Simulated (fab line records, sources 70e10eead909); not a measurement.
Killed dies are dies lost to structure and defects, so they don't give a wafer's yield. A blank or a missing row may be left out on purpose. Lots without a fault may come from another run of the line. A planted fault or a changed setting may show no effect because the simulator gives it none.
fab line records | flow nand_harc | part 1 of 2: steps 1 to 21 of 33
record lots=5 wafers=15 last_day=25
route steps=1159 shown P_M0@282 P_M1@285
lots that met no fault: from a run of the same line without faults
start_h: hours from the record's first day to the start of the lot's first wafer shown | wait_h: hours since the lot's step before | " the same as in the row above | L1.1+2: a row that stands for several wafers | - no value, or no start given | * or withheld: withheld | < > ~ a bound
route shown NAME@n: a module of which the file shows steps, and the number in the route of the first | usual: mean/standard deviation of fault-free wafers | same: alike in all rows | chamber/n: place in a boat | sites: the reading at each site | _std_site: their standard deviation | _edge_site: outer sites' mean less inner sites' | radius_mm: how far each site lies from the wafer's centre | mask NAME#n: copy n | behind: the tool/chamber that last shaped the wafer | hold: why the lot was held/for how many hours/how that ended | device: the transistor (n, p or np) that didn't switch | end of line: the same wafers' tests at the end of the route | a step without rows: its recipe alone | killed: dies lost to structure and defects at the first sort, not the wafer's yield | map: a wafer's dies, x killed, . not, _ none there
set.NAME: the setting as run; set.NAME@STEP: as run at that earlier step | model.NAME: the simulator's own value behind a step, which no gauge read
lots at some steps of the route; a table a step, a row a wafer
services: from which hour (start_h, from the record's first day; less than 0 if before it) a tool's chamber was out of use, for how many hours, and why
## steps
# step NHARC_P_M0_INSPECT_27
# usual raw_defect_count=328/150
# columns lot.wafer tool chamber start_h wait_h raw_defect_count
L076.1 defect_inspect-02 - 136.10 0.0 145
L076.3 " - " " 287
L076.4 " - " " 205
L088.2 defect_inspect-02 - 200.06 0.0 296
L088.3 " - " " 309
L088.6 " - " " 381
L090.2 defect_inspect-01 - 214.72 0.0 387
L090.3 " - " " 323
L090.5 " - " " 337
L095.1 defect_inspect-01 - 239.58 0.0 206
L095.2 " - " " 266
L095.6 " - " " 335
L097.1 defect_inspect-02 - 255.71 0.0 241
L097.2 " - " " 195
L097.5 " - " " 165
# step NHARC_P_M0_PRE_CLEAN_31
# recipe time_s=12 temp_c=370 rf_power_w=300 gas=NH3
# usual heater_power_w=609/84 susceptor_temp_C=370.02/0.19
# columns lot.wafer tool chamber start_h wait_h heater_power_w susceptor_temp_C
L076.3 pecvd-02 1 136.20 0.1 522 369.84
L076.1 " 2 " " 491 369.69
L076.4 " 2 " " 506 369.79
L088.3 pecvd-03 1 200.14 0.1 717 369.95
L088.2 " 2 " " 717 369.78
L088.6 " 0 " " 643 369.92
L090.2 pecvd-04 2 214.80 0.1 620 370.10
L090.3 " 0 " " 623 370.11
L090.5 " 2 " " 636 369.84
L095.1 pecvd-04 1 239.65 0.1 486 370.10
L095.2 " 0 " " 592 369.79
L095.6 " 2 " " 676 370.23
L097.1 pecvd-02 2 255.77 0.1 589 369.89
L097.2 " 0 " " 712 370.08
L097.5 " 1 " " 506 370.08
# step NHARC_P_M0_DEP_32
# recipe target_thk_a=300 temp_c=370 target_thk_nm=30 pressure_torr=3 flow_sccm=200 rf_w=450 material=SiCN
# usual heater_power_w=558/79 susceptor_temp_C=369.97/0.2
# columns lot.wafer tool chamber start_h wait_h heater_power_w susceptor_temp_C
L076.3 pecvd-02 1 136.31 0.1 441 369.90
L076.1 " 2 " " 530 370.19
L076.4 " 2 " " 529 370.02
L088.3 pecvd-03 1 200.25 0.1 610 370.14
L088.2 " 2 " " 639 369.95
L088.6 " 0 " " 600 369.80
L090.2 pecvd-04 2 214.91 0.1 567 370.13
L090.3 " 0 " " 497 369.70
L090.5 " 2 " " 555 369.81
L095.1 pecvd-04 1 239.73 0.1 448 369.51
L095.2 " 0 " " 487 369.85
L095.6 " 2 " " 620 369.74
L097.1 pecvd-02 2 255.85 0.1 533 369.59
L097.2 " 0 " " 596 370.34
L097.5 " 1 " " 472 369.89
# step NHARC_P_M1_DEP_00
# recipe target_thk_a=1825 target_thk_nm=182.5 temp_c=withheld pressure_torr=5 flow_sccm=200 rf_w=600 material=SiOC
# columns lot.wafer tool chamber start_h wait_h
L076.1+3+4 pecvd-02 0,1,1 - -
L088.2+3+6 pecvd-02 2,0,0 200.63 -
L090.2+3+5 pecvd-02 2,0,0 215.32 -
L095.2+1+6 pecvd-02 1,2,0 240.19 -
L097.2+1+5 pecvd-03 1,0,1 256.26 -
# step NHARC_P_M1_DEHYDRATE_01
# recipe temp_c=150 time_s=120
# usual resist_line_temp_C=22.99/0.11
# columns lot.wafer tool chamber start_h wait_h resist_line_temp_C
L076.1 litho_track-04 0 137.07 - 23.02
L076.3 " 0 " " 23.04
L076.4 " 0 " " 23.00
L088.2 litho_track-01 0 201.03 - 23.03
L088.3 " 0 " " 22.91
L088.6 " 0 " " 22.93
L090.2 litho_track-01 0 215.68 - 22.85
L090.3 " 0 " " 22.74
L090.5 " 0 " " 22.68
L095.1 litho_track-06 0 240.55 - 22.91
L095.2 " 0 " " 22.87
L095.6 " 0 " " 22.95
L097.1 litho_track-01 0 256.80 0.4 23.15
L097.2 " 0 " " 22.92
L097.5 " 0 " " 22.93
# step NHARC_P_M1_HMDS_02
# recipe time_s=30
# usual resist_line_temp_C=23.00/0.12
# columns lot.wafer tool chamber start_h wait_h resist_line_temp_C
L076.1 litho_track-04 0 - - 22.99
L076.3 " 0 " " 22.88
L076.4 " 0 " " 22.90
L088.2 litho_track-01 0 - - 23.04
L088.3 " 0 " " 23.17
L088.6 " 0 " " 23.08
L090.2 litho_track-01 0 - - 23.03
L090.3 " 0 " " 22.99
L090.5 " 0 " " 23.00
L095.1 litho_track-06 0 - - 23.24
L095.2 " 0 " " 23.08
L095.6 " 0 " " 23.34
L097.1 litho_track-01 0 - - 23.07
L097.2 " 0 " " 23.10
L097.5 " 0 " " 23.01
# step NHARC_P_M1_COAT_34
# recipe temp_c=200 time_s=65
# usual resist_line_temp_C=23.01/0.1
# columns lot.wafer tool chamber start_h wait_h resist_line_temp_C
L076.1 litho_track-04 0 - - 23.03
L076.3 " 0 " " 22.96
L076.4 " 0 " " 22.93
L088.2 litho_track-01 0 - - 23.01
L088.3 " 0 " " 22.98
L088.6 " 0 " " 23.07
L090.2 litho_track-01 0 - - 22.75
L090.3 " 0 " " 22.86
L090.5 " 0 " " 22.86
L095.1 litho_track-06 0 - - 23.02
L095.2 " 0 " " 23.10
L095.6 " 0 " " 23.10
L097.1 litho_track-01 0 - - 23.02
L097.2 " 0 " " 22.97
L097.5 " 0 " " 22.99
# step NHARC_P_M1_COAT_03
# recipe spin_rpm=1500 resist_thk_nm=90
# usual resist_line_temp_C=22.96/0.11
# columns lot.wafer tool chamber start_h wait_h resist_line_temp_C
L076.1 litho_track-04 0 - - 23.09
L076.3 " 0 " " 22.92
L076.4 " 0 " " 22.85
L088.2 litho_track-01 0 - - 22.89
L088.3 " 0 " " 22.92
L088.6 " 0 " " 23.01
L090.2 litho_track-01 0 - - 22.85
L090.3 " 0 " " 22.85
L090.5 " 0 " " 22.87
L095.1 litho_track-06 0 - - 22.80
L095.2 " 0 " " 22.95
L095.6 " 0 " " 22.91
L097.1 litho_track-01 0 - - 22.75
L097.2 " 0 " " 22.86
L097.5 " 0 " " 22.83
# step NHARC_P_M1_SOFTBAKE_04
# recipe temp_c=105 time_s=55
# usual resist_line_temp_C=22.99/0.1
# columns lot.wafer tool chamber start_h wait_h resist_line_temp_C
L076.1 litho_track-04 0 - - 22.93
L076.3 " 0 " " 23.11
L076.4 " 0 " " 22.89
L088.2 litho_track-01 0 - - 22.80
L088.3 " 0 " " 22.94
L088.6 " 0 " " 22.70
L090.2 litho_track-01 0 - - 22.99
L090.3 " 0 " " 22.91
L090.5 " 0 " " 22.95
L095.1 litho_track-06 0 - - 23.09
L095.2 " 0 " " 23.11
L095.6 " 0 " " 22.93
L097.1 litho_track-01 0 - - 22.93
L097.2 " 0 " " 22.98
L097.5 " 0 " " 22.87
# step NHARC_P_M1_EBR_05
# usual resist_line_temp_C=23.02/0.13
# columns lot.wafer tool chamber start_h wait_h resist_line_temp_C
L076.1 litho_track-04 0 - - 23.05
L076.3 " 0 " " 22.97
L076.4 " 0 " " 22.93
L088.2 litho_track-01 0 - - 23.00
L088.3 " 0 " " 22.83
L088.6 " 0 " " 22.85
L090.2 litho_track-01 0 - - 23.03
L090.3 " 0 " " 23.06
L090.5 " 0 " " 22.99
L095.1 litho_track-06 0 - - 23.08
L095.2 " 0 " " 23.01
L095.6 " 0 " " 23.01
L097.1 litho_track-01 0 - - 22.85
L097.2 " 0 " " 22.75
L097.5 " 0 " " 22.81
# step NHARC_P_M1_EXPOSE_06
# recipe na=1.35 target_cd_nm=130 dose_mj=81.88 mask_id=P_M1
# usual stage_vel_mm_s=500.00/0.25
# columns lot.wafer tool chamber start_h wait_h mask stage_vel_mm_s
L076.1 arfi_scanner-03 0 137.36 - P_M1#0 499.87
L076.3 " 0 " " P_M1#0 500.44
L076.4 " 0 " " P_M1#0 500.43
L088.2 arfi_scanner-02 0 201.20 - P_M1#0 499.30
L088.3 " 0 " " P_M1#0 499.90
L088.6 " 0 " " P_M1#0 499.64
L090.2 arfi_scanner-02 0 215.85 - P_M1#0 500.09
L090.3 " 0 " " P_M1#0 499.80
L090.5 " 0 " " P_M1#0 500.04
L095.1 arfi_scanner-02 0 240.84 - P_M1#0 499.86
L095.2 " 0 " " P_M1#0 500.21
L095.6 " 0 " " P_M1#0 499.84
L097.1 arfi_scanner-03 0 257.09 - P_M1#0 500.04
L097.2 " 0 " " P_M1#0 500.12
L097.5 " 0 " " P_M1#0 500.02
# step NHARC_P_M1_PEB_07
# recipe peb_temp_c=100 peb_time_s=65
# usual resist_line_temp_C=23.00/0.12
# same peb_time_s=65
# columns lot.wafer tool chamber start_h wait_h resist_line_temp_C
L076.1 litho_track-06 0 137.42 0.1 22.92
L076.3 " 0 " " 22.79
L076.4 " 0 " " 22.98
L088.2 litho_track-04 0 201.26 0.1 22.99
L088.3 " 0 " " 23.05
L088.6 " 0 " " 22.96
L090.2 litho_track-06 0 215.91 0.1 22.93
L090.3 " 0 " " 23.07
L090.5 " 0 " " 23.06
L095.1 litho_track-06 0 240.90 0.1 22.86
L095.2 " 0 " " 23.23
L095.6 " 0 " " 23.24
L097.1 litho_track-04 0 257.15 0.1 23.11
L097.2 " 0 " " 23.15
L097.5 " 0 " " 23.03
# step NHARC_P_M1_DEVELOP_08
# recipe develop_time_s=35 dev_temp_c=23
# usual resist_line_temp_C=23.00/0.1
# columns lot.wafer tool chamber start_h wait_h resist_line_temp_C
L076.1 litho_track-06 0 - - 22.94
L076.3 " 0 " " 22.93
L076.4 " 0 " " 23.03
L088.2 litho_track-04 0 - - 22.99
L088.3 " 0 " " 23.09
L088.6 " 0 " " 22.90
L090.2 litho_track-06 0 - - 23.08
L090.3 " 0 " " 23.03
L090.5 " 0 " " 22.93
L095.1 litho_track-06 0 - - 22.87
L095.2 " 0 " " 22.95
L095.6 " 0 " " 22.86
L097.1 litho_track-04 0 - - 23.18
L097.2 " 0 " " 23.03
L097.5 " 0 " " 23.05
# step NHARC_P_M1_CD_MEAS_09
# recipe target_cd_nm=130 landing_energy_ev=500
# usual cd_nm=129.1/0.92
# columns lot.wafer tool chamber start_h wait_h cd_nm
L076.1 cd_sem-02 0 137.50 - 128.0
L076.3 " 0 " " 127.6
L076.4 " 0 " " 127.5
L088.2 cd_sem-03 0 201.34 - 130.6
L088.3 " 0 " " 130.1
L088.6 " 0 " " 129.3
L090.2 cd_sem-01 0 215.99 - 127.0
L090.3 " 0 " " 129.0
L090.5 " 0 " " 128.3
L095.1 cd_sem-01 0 240.98 - 128.9
L095.2 " 0 " " 128.1
L095.6 " 0 " " 128.7
L097.1 cd_sem-03 0 257.23 - 129.3
L097.2 " 0 " " 128.9
L097.5 " 0 " " 128.6
# step NHARC_P_M1_OVL_MEAS_10
# recipe pitch_nm=260
# usual overlay_x_nm=0.2/0.88 overlay_y_nm=-0.1/0.87
# columns lot.wafer tool chamber start_h wait_h overlay_x_nm overlay_y_nm
L076.1 overlay-02 - 137.59 - 0.1 -0.3
L076.3 " - " " 0.9 -0.4
L076.4 " - " " 0.1 -0.3
L088.2 overlay-01 - 201.42 - 1.1 -2.5
L088.3 " - " " 0.9 -1.9
L088.6 " - " " 0.6 -2.3
L090.2 overlay-01 - 216.07 - -0.1 -0.8
L090.3 " - " " -0.2 -1.2
L090.5 " - " " -0.3 -0.5
L095.1 overlay-02 - 241.07 - -0.2 -0.8
L095.2 " - " " 0.0 -0.4
L095.6 " - " " 0.0 -1.2
L097.1 overlay-01 - 257.32 - -0.7 -1.4
L097.2 " - " " -0.9 -1.2
L097.5 " - " " -0.8 -2.0
# step NHARC_P_M1_INSPECT_11
# usual raw_defect_count=3.9/2.5
# columns lot.wafer tool chamber start_h wait_h raw_defect_count
L076.1 defect_inspect-01 - 137.63 0.0 2
L076.3 " - " " 3
L076.4 " - " " 4
L088.2 defect_inspect-01 - 201.46 0.0 3
L088.3 " - " " 5
L088.6 " - " " 3
L090.2 defect_inspect-01 - 216.11 0.0 9
L090.3 " - " " 5
L090.5 " - " " 5
L095.1 defect_inspect-02 - 241.11 0.0 1
L095.2 " - " " 3
L095.6 " - " " 3
L097.1 defect_inspect-01 - 257.35 0.0 5
L097.2 " - " " 8
L097.5 " - " " 5
# step NHARC_P_M1_DESCUM_14
# recipe time_s=3 o2_flow_sccm=200 ar_flow_sccm=0 bias_power_w=0 chemistry=O2
# usual drypump_motor_current_A=5.8/0.39 mfc_ar_sccm=0.009/0.012 oes_product_au=1.002/0.013 rf_vpp_V=57.8/0.85 showerhead_plenum_p_Torr=1.94/0.084 throttle_valve_pct=11.311/0.0078
# columns lot.wafer tool chamber start_h wait_h drypump_motor_current_A mfc_ar_sccm oes_product_au rf_hours_counter_h rf_vpp_V showerhead_plenum_p_Torr throttle_valve_pct
L076.1 rie_diel-11 1 137.70 0.1 5.7 0 0.992 7 58.5 1.93 11.302
L076.4 " 2 " " 5.8 0 0.981 8 56.6 1.86 11.310
L076.3 " 3 " " 5.3 0.038 1.008 7 57.6 2.04 11.306
L088.2 rie_diel-10 0 201.52 0.1 6.1 0 1.001 1 56.6 2.04 11.328
L088.3 " 1 " " 5.0 0.017 0.984 1 57.5 1.83 11.292
L088.6 " 0 " " 6.1 0 0.997 - 57.8 2.04 11.308
L090.2 rie_diel-12 1 216.17 0.1 6.2 0.013 1.008 0 57.1 1.80 11.307
L090.3 " 3 " " 5.6 0.001 1.005 0 57.4 2.00 11.314
L090.5 " 2 " " 6.2 0.019 1.015 - 57.9 1.91 11.311
L095.1 rie_diel-12 0 241.18 0.1 5.5 0.001 0.988 2 58.4 2.07 11.308
L095.2 " 1 " " 6.2 0.013 0.990 2 56.8 1.80 11.306
L095.6 " 0 " " 5.6 0.001 0.980 - 58.3 2.06 11.309
L097.2 rie_diel-12 1 257.41 0.1 6.2 0.013 0.995 4 56.1 1.80 11.303
L097.1 " 2 " " 6.1 0.019 1.000 3 58.5 1.91 11.313
L097.5 " 1 " " 6.2 0.013 0.995 - 56.4 1.80 11.303
# step NHARC_P_M1_ETCH_35
# recipe target_depth_a=400 overetch_a=120 time_s=43.94 ion_energy_ev=200 n2_flow_sccm=150 h2_flow_sccm=150 ar_flow_sccm=0 rf_w=400 bias_w=150 chemistry=N2/H2
# usual drypump_motor_current_A=5.8/0.38 mfc_ar_sccm=0.009/0.012 oes_product_au=1.002/0.013 rf_vpp_V=431.5/2.7 showerhead_plenum_p_Torr=2.07/0.092 throttle_valve_pct=14.172/0.0089
# columns lot.wafer tool chamber start_h wait_h drypump_motor_current_A mfc_ar_sccm oes_product_au rf_hours_counter_h rf_vpp_V showerhead_plenum_p_Torr throttle_valve_pct
L076.3 rie_diel-11 0 137.77 0.1 6.3 0 0.989 6 431.3 2.06 14.168
L076.4 " 2 " " 5.9 0 0.985 8 428.8 1.98 14.180
L076.1 " 3 " " 5.3 0.038 0.989 7 433.5 2.18 14.165
L088.2 rie_diel-10 1 201.62 0.1 5.0 0.017 0.995 1 428.0 1.94 14.170
L088.3 " 2 " " 6.4 0 0.998 1 431.8 2.05 14.165
L088.6 " 0 " " 6.1 0 1.004 - 433.2 2.18 14.183
L090.2 rie_diel-12 1 216.26 0.1 6.2 0.013 0.990 0 427.0 1.92 14.179
L090.3 " 3 " " 5.6 0.001 0.989 0 434.6 2.13 14.180
L090.5 " 1 " " 6.2 0.013 0.989 - 426.8 1.92 14.163
L095.2 rie_diel-12 0 241.25 0.1 5.6 0.001 0.990 2 433.8 2.21 14.176
L095.1 " 2 " " 6.2 0.019 1.001 2 429.6 2.04 14.169
L095.6 " 0 " " 5.6 0.001 0.999 - 433.9 2.21 14.154
L097.1 rie_diel-12 0 257.51 0.1 5.6 0.001 0.994 4 435.1 2.20 14.190
L097.2 " 1 " " 6.2 0.013 0.995 4 427.7 1.92 14.174
L097.5 " 0 " " 5.6 0.001 0.995 - 436.9 2.20 14.167
# step NHARC_P_M1_ETCH_15
# recipe target_depth_a=1825 time_s=91.2 c4f8_flow_sccm=withheld ar_flow_sccm=400 rf_w=600 bias_w=300 chemistry=C4F8/Ar
# usual oes_product_au=0.950/0.024 rf_vpp_V=441.4/2.5
# columns lot.wafer tool chamber start_h wait_h oes_product_au rf_hours_counter_h rf_vpp_V
L076.1 rie_diel-11 0 - - 0.966 6 441.3
L076.4 " 2 " " 0.963 8 439.8
L076.3 " 3 " " 0.974 7 443.3
L088.3 rie_diel-10 2 - - 0.973 1 440.6
L088.2 " 3 " " 0.963 1 443.4
L088.6 " 2 " " 0.972 - 440.0
L090.2 rie_diel-12 1 - - 0.968 0 437.9
L090.3 " 3 " " 0.974 0 444.1
L090.5 " 1 " " 0.958 - 438.6
L095.1 rie_diel-12 1 - - 0.975 2 437.7
L095.2 " 3 " " 0.968 2 443.3
L095.6 " 1 " " 0.976 - 438.8
L097.1 rie_diel-12 3 - - 0.972 4 442.0
L097.2 " 1 " " 0.951 4 437.1
L097.5 " 3 " " 0.978 - 443.9
# step NHARC_P_M1_CD_MEAS_16
# usual cd_nm=129.3/1.2
# columns lot.wafer tool chamber start_h wait_h cd_nm
L076.1 cd_sem-02 - 137.99 - 128.8
L076.3 " - " " 128.9
L076.4 " - " " 128.7
L088.2 cd_sem-02 - 201.84 - 131.8
L088.3 " - " " 130.9
L088.6 " - " " 129.7
L090.2 cd_sem-01 - 216.48 - 126.8
L090.3 " - " " 129.5
L090.5 " - " " 127.7
L095.1 cd_sem-01 - 241.48 - 128.9
L095.2 " - " " 129.1
L095.6 " - " " 129.4
L097.1 cd_sem-03 - 257.72 - 129.5
L097.2 " - " " 129.2
L097.5 " - " " 129.7
# step NHARC_P_M1_STRIP_18
# recipe power_w=1000 n2_flow_sccm=150 h2_flow_sccm=150 ar_flow_sccm=0 bias_w=0 chemistry=N2/H2
# usual drypump_motor_current_A=5.9/0.43 mfc_ar_sccm=0.008/0.011 oes_product_au=1.002/0.013 rf_vpp_V=90.9/0.99 showerhead_plenum_p_Torr=2.08/0.086 throttle_valve_pct=14.170/0.0095
# columns lot.wafer tool chamber start_h wait_h drypump_motor_current_A mfc_ar_sccm oes_product_au rf_hours_counter_h rf_vpp_V showerhead_plenum_p_Torr throttle_valve_pct
L076.4 rie_diel-10 2 138.09 0.1 6.4 0 0.991 3 90.6 2.05 14.165
L076.1 " 3 " " 5.7 0.018 1.013 3 91.8 2.13 14.184
L076.3 " 0 " " 6.2 0 0.998 3 90.9 2.18 14.162
L088.3 rie_diel-12 2 201.91 0.1 6.1 0.019 0.998 13 90.1 2.04 14.178
L088.2 " 1 " " 6.2 0.013 1.004 13 90.0 1.92 14.165
L088.6 " 3 " " 5.6 0.001 1.022 - 91.1 2.13 14.180
L090.2 rie_diel-10 3 216.58 0.1 5.7 0.018 0.992 1 92.6 2.13 14.164
L090.3 " 0 " " 6.2 0 1.009 1 93.1 2.18 14.171
L090.5 " 2 " " 6.5 0 0.986 - 90.9 2.05 14.168
L095.2 rie_diel-11 2 241.56 0.1 5.8 0 1.002 3 91.2 1.98 14.163
L095.1 " 1 " " 5.7 0 1.007 3 91.4 2.06 14.171
L095.6 " 3 " " 5.3 0.038 1.025 - 91.5 2.18 14.170
L097.2 rie_diel-11 3 257.79 0.1 5.3 0.038 1.028 4 92.4 2.18 14.166
L097.1 " 1 " " 5.7 0 1.007 5 89.1 2.06 14.169
L097.5 " 3 " " 5.3 0.038 1.017 - 92.3 2.18 14.163
